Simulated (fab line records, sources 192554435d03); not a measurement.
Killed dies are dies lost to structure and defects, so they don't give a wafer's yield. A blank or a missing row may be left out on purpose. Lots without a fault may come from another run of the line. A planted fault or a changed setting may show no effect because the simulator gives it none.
Which tool did it? | flow n5_finfet | 10 lots, 30 wafers sampled, at 5 steps of a route of 1938

WHAT THE GAUGES READ, wafer by wafer
N5_BEOL_M12_CD_MEAS_17: target cd 140 nm. Usual: cd_nm 141.3 nm, standard deviation 1.8.
lot  | measured     | on        | cd_nm (nm)        | flag
L687 | day 11 05:38 | cd_sem-01 | 142.2 142.2 140.4 |
L689 | day 11 10:17 | cd_sem-02 | 139.8 137.6 140.1 |
L691 | day 12 08:23 | cd_sem-03 | 143.3 139.9 144.1 |
L692 | day 13 13:52 | cd_sem-03 | 144.3 142.2 141.2 |
L697 | day 14 08:00 | cd_sem-02 | 141.2 142.6 139.9 |
L698 | day 14 20:37 | cd_sem-03 | 143.5 144.8 141.7 |
L696 | day 14 23:19 | cd_sem-03 | 142.1 142.0 142.5 |
L706 | day 16 04:28 | cd_sem-01 | 144.8 142.8 138.7 |
L705 | day 16 20:19 | cd_sem-02 | 140.0 140.3 142.0 |
L704 | day 16 21:03 | cd_sem-03 | 140.1 144.3 141.5 |

N5_BEOL_M12_INSPECT_30: inspects for defects (macro). Usual: raw_defect_count 2.0, standard deviation 1.4.
lot  | measured     | on                | raw_defect_count | flag
L687 | day 11 06:01 | defect_inspect-01 | 3 2 3            |
L689 | day 11 10:47 | defect_inspect-02 | 2 1 0            |
L691 | day 12 08:46 | defect_inspect-01 | 2 3 0            |
L692 | day 13 14:22 | defect_inspect-01 | 1 2 3            |
L697 | day 14 08:30 | defect_inspect-02 | 257 236 263      | OFF
L698 | day 14 21:07 | defect_inspect-01 | 0 1 3            |
L696 | day 14 23:49 | defect_inspect-01 | 291 250 258      | OFF
L706 | day 16 04:50 | defect_inspect-01 | 0 4 2            |
L705 | day 16 20:49 | defect_inspect-01 | 2 2 2            |
L704 | day 16 21:34 | defect_inspect-02 | 3 2 1            |

WHICH TOOL RAN EACH LOT (tool, then ch and the chambers of the sampled wafers, then the start)
lot  | N5_BEOL_M12_ETCH_59                | N5_BEOL_M12_STRIP_64                 | N5_BEOL_M12_STRIP_71
L687 | rie_diel-02 ch 0,2, day 11 05:10   | plasma_asher-01 ch 0,1, day 11 05:30 | wet_bench-04 ch 1,4,6, day 11 05:34
L689 | rie_diel-05 ch 1,2, day 11 09:50   | plasma_asher-01 ch 0,1, day 11 10:10 | wet_bench-01 ch 2,3,7, day 11 10:13
L691 | rie_diel-06 ch 0,1,2, day 12 07:56 | plasma_asher-02 ch 0,1, day 12 08:14 | wet_bench-04 ch 1,2,7, day 12 08:20
L692 | rie_diel-06 ch 1,2,3, day 13 13:24 | plasma_asher-01 ch 0,1, day 13 13:43 | wet_bench-01 ch 0,6,7, day 13 13:48
L697 | rie_diel-02 ch 0,1,2, day 14 07:32 | plasma_asher-01 ch 0,1, day 14 07:51 | wet_bench-01 ch 1,4,6, day 14 07:56
L698 | rie_diel-06 ch 0,1,3, day 14 20:10 | plasma_asher-02 ch 0,1, day 14 20:28 | wet_bench-04 ch 0,2,3, day 14 20:33
L696 | rie_diel-02 ch 1,2, day 14 22:51   | plasma_asher-01 ch 0,1, day 14 23:11 | wet_bench-01 ch 5,6,7, day 14 23:15
L706 | rie_diel-05 ch 0,2,3, day 16 04:00 | plasma_asher-02 ch 0,1, day 16 04:19 | wet_bench-04 ch 0,3,6, day 16 04:23
L705 | rie_diel-06 ch 2,3, day 16 19:51   | plasma_asher-01 ch 0,1, day 16 20:10 | wet_bench-03 ch 4,5,6, day 16 20:15
L704 | rie_diel-06 ch 1,2, day 16 20:35   | plasma_asher-01 ch 0,1, day 16 20:55 | wet_bench-03 ch 2,5,6, day 16 20:59
- N5_BEOL_M12_ETCH_59: etches BARC in N2/H2, target depth 89 nm, overetch 26.7 nm, time 67.9 s.
- N5_BEOL_M12_STRIP_64: strips in N2/H2.
- N5_BEOL_M12_STRIP_71: strips in post etch residue remover, time 60 s.

WHAT THE TOOLS THEMSELVES READ (means of the sampled wafers that have a number; where no wafer has one, the mark that the record gives instead)
N5_BEOL_M12_ETCH_59. Usual: drypump_motor_current_A 5.8 A, standard deviation 0.57; oes_product_au 0.66 a.u., standard deviation 0.072; rf_vpp_V 523.5 V, standard deviation 2.7; showerhead_plenum_p_Torr 2.53 Torr, standard deviation 0.092; throttle_valve_pct 17.88 %, standard deviation 0.29.
lot  | tool        | drypump_motor_current_A (A) | oes_product_au (a.u.) | rf_vpp_V (V) | showerhead_plenum_p_Torr (Torr) | throttle_valve_pct (%) | flag
L687 | rie_diel-02 | 6.0                         | 0.65                  | 524.4        | 2.55                            | 17.90                  |
L689 | rie_diel-05 | 6.6                         | 0.64                  | 524.2        | 2.54                            | 17.82                  |
L691 | rie_diel-06 | 5.4                         | 0.58                  | 522.3        | 2.47                            | 18.32                  |
L692 | rie_diel-06 | 5.1                         | 0.59                  | 521.9        | 2.48                            | 18.13                  |
L697 | rie_diel-02 | 6.2                         | 0.65                  | 524.9        | 2.57                            | 17.78                  |
L698 | rie_diel-06 | 5.4                         | 0.65                  | 522.8        | 2.51                            | 17.97                  |
L696 | rie_diel-02 | 6.3                         | 0.63                  | 524.7        | 2.58                            | 17.84                  |
L706 | rie_diel-05 | 6.1                         | 0.72                  | 522.8        | 2.50                            | 17.94                  |
L705 | rie_diel-06 | 5.0                         | 0.65                  | 521.8        | 2.47                            | 17.72                  |
L704 | rie_diel-06 | 5.3                         | 0.81                  | 527.0        | 2.67                            | 17.95                  |

N5_BEOL_M12_STRIP_64. Usual: drypump_motor_current_A 5.97 A, standard deviation 0.11; heater_power_w 314 W, standard deviation 33; oes_product_au 0.714 a.u., standard deviation 0.0048; strip_time_to_endpoint_s 31.34 s, standard deviation 0.078.
lot  | tool            | drypump_motor_current_A (A) | heater_power_w (W) | oes_product_au (a.u.) | strip_time_to_endpoint_s (s) | flag
L687 | plasma_asher-01 | 5.95                        | 335                | 0.714                 | 31.29                        |
L689 | plasma_asher-01 | 5.95                        | 329                | 0.711                 | 31.43                        |
L691 | plasma_asher-02 | 5.95                        | 258                | 0.717                 | 31.36                        |
L692 | plasma_asher-01 | 6.01                        | 341                | 0.712                 | 31.43                        |
L697 | plasma_asher-01 | 6.03                        | 335                | 0.716                 | 31.36                        |
L698 | plasma_asher-02 | 5.95                        | 263                | 0.715                 | 31.24                        |
L696 | plasma_asher-01 | 6.02                        | 329                | 0.718                 | 31.43                        |
L706 | plasma_asher-02 | 5.89                        | 270                | 0.711                 | 31.49                        |
L705 | plasma_asher-01 | 6.02                        | 335                | 0.715                 | 31.26                        |
L704 | plasma_asher-01 | 6.03                        | 335                | 0.714                 | 31.26                        |

THE ANSWER, worked out from the rows above alone
Rule: a lot is off if the mean of its wafers that have a number lies more than 3 standard deviations from the usual mean. A lot without any number at a reading at which 4 lots or more have one is off too. The other lots that the step has rows for count as sound. The gauges are gone through in route order, then the tools' own readings, and for those a lot's mean is taken as printed above. The first step at which some lot is off is used, and at that step the reading that is off furthest; a lot without a number counts as furthest.
Off: L697, L696, at N5_BEOL_M12_INSPECT_30 (raw_defect_count).
A tool fits if, at a process step before that reading, it ran every lot that is off, and no sound lot after the first of them. The gauges at N5_BEOL_M12_INSPECT_30 are tried like those tools. Can't be told from this: 2 tools fit, rie_diel-02 at N5_BEOL_M12_ETCH_59, wet_bench-01 at N5_BEOL_M12_STRIP_71.

WHAT THE SIMULATOR HAD PUT IN
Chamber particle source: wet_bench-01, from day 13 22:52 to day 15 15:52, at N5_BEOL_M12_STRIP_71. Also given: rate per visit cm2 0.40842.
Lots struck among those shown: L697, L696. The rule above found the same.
